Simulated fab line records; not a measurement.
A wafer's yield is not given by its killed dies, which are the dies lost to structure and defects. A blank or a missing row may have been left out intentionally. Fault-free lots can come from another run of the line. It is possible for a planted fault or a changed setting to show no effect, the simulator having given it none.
Matching of chambers | flow n5Finfet | N5_BEOL_M1_ILD_DEP_00 on pecvd-04 has 3 sister chambers
The step deposits SiOC from DEMS/O2, target thk 79 nm, time 15.3 s. 22 wafers are shown with their chamber, then 11 later ones without.

## EACH WAFER AND ITS CHAMBER
wafer  | chamber | throttleValvePct (%) | showerheadPlenumPTorr (Torr) | heaterPowerW (W)
L074.2 | 1       | 12.7                 | 5.702                        | 589
L074.3 | 0       | 13.4                 | 5.672                        | 653
L074.6 | 2       | 11.6                 | 5.701                        | 512
L076.2 | 1       | 12.3                 | 5.708                        | 519
L076.5 | 2       | 11.8                 | 5.704                        | 530
L076.6 | 0       | 13.4                 | 5.657                        | 679
L075.1 | 0       | 13.4                 | 5.647                        | 589
L075.2 | 1       | 12.6                 | 5.715                        | 500
L075.5 | 2       | 11.6                 | 5.692                        | 474
L079.3 | 2       | 11.6                 | 5.697                        | 584
L079.4 | 0       | 13.4                 | 5.671                        | 663
L079.6 | 1       | 12.7                 | 5.698                        | 508
L082.1 | 0       | 13.6                 | 5.659                        | 659
L082.2 | 2       | 11.8                 | 5.719                        | 537
L082.5 | 0       | 13.4                 | 5.671                        | 643
L085.3 | 1       | 12.8                 | 5.705                        | 567
L085.4 | 0       | 13.6                 | 5.649                        | 554
L085.5 | 1       | 12.4                 | 5.711                        | 567
L087.1 | 2       | 11.6                 | 5.698                        | 541
L087.2 | 0       | 13.7                 | 5.663                        | 552
L087.3 | 1       | 12.5                 | 5.705                        | 573
L088.1 | 1       | 12.5                 | 5.719                        | 589

SIGNATURES, as means of the wafers listed above
reading               | chamber 0 | chamber 1 | chamber 2 | scatter within a chamber
throttleValvePct      | 13.488    | 12.562    | 11.667    | 0.138
showerheadPlenumPTorr | 5.66113   | 5.70788   | 5.70183   | 0.00874
heaterPowerW          | 624.00    | 551.50    | 529.67    | 42.4
Rule: for each reading, subtract the chamber's mean from the wafer's reading, divide by that reading's scatter and square the result; add these up over the readings and take the root, which gives the wafer's distance from the chamber. If the next closest chamber is less than 2 further off than the closest, the wafer can't be placed; otherwise it belongs to the closest. The scatter: the root of (the sum of the squares of (reading less its chamber's mean) over the shown wafers, divided by (wafers less chambers)).

## WAFERS WITHOUT THEIR CHAMBER
wafer  | throttleValvePct (%) | showerheadPlenumPTorr (Torr) | heaterPowerW (W)
L088.4 | 13.3                 | 5.673                        | 622
L088.6 | 11.9                 | 5.705                        | 563
L090.3 | 13.3                 | 5.653                        | 588
L090.4 | 11.7                 | 5.694                        | 524
L090.6 | 12.7                 | 5.722                        | 592
L093.1 | 13.5                 | 5.668                        | 684
L093.5 | 11.7                 | 5.691                        | 575
L093.6 | 13.4                 | 5.660                        | 661
L097.1 | 13.3                 | 5.674                        | 662
L097.2 | 11.9                 | 5.703                        | 578
L097.3 | 12.4                 | 5.716                        | 496

## WHICH CHAMBER EACH WENT THROUGH
wafer  | from the rows above | in truth
L088.4 | 0                   | 0
L088.6 | 2                   | 2
L090.3 | 0                   | 0
L090.4 | 2                   | 2
L090.6 | 1                   | 1
L093.1 | 0                   | 0
L093.5 | 2                   | 2
L093.6 | 0                   | 0
L097.1 | 0                   | 0
L097.2 | 2                   | 2
L097.3 | 1                   | 1
Placed correctly: 11 of 11. Left unplaced by these rows: 0. 0 placed wrongly.
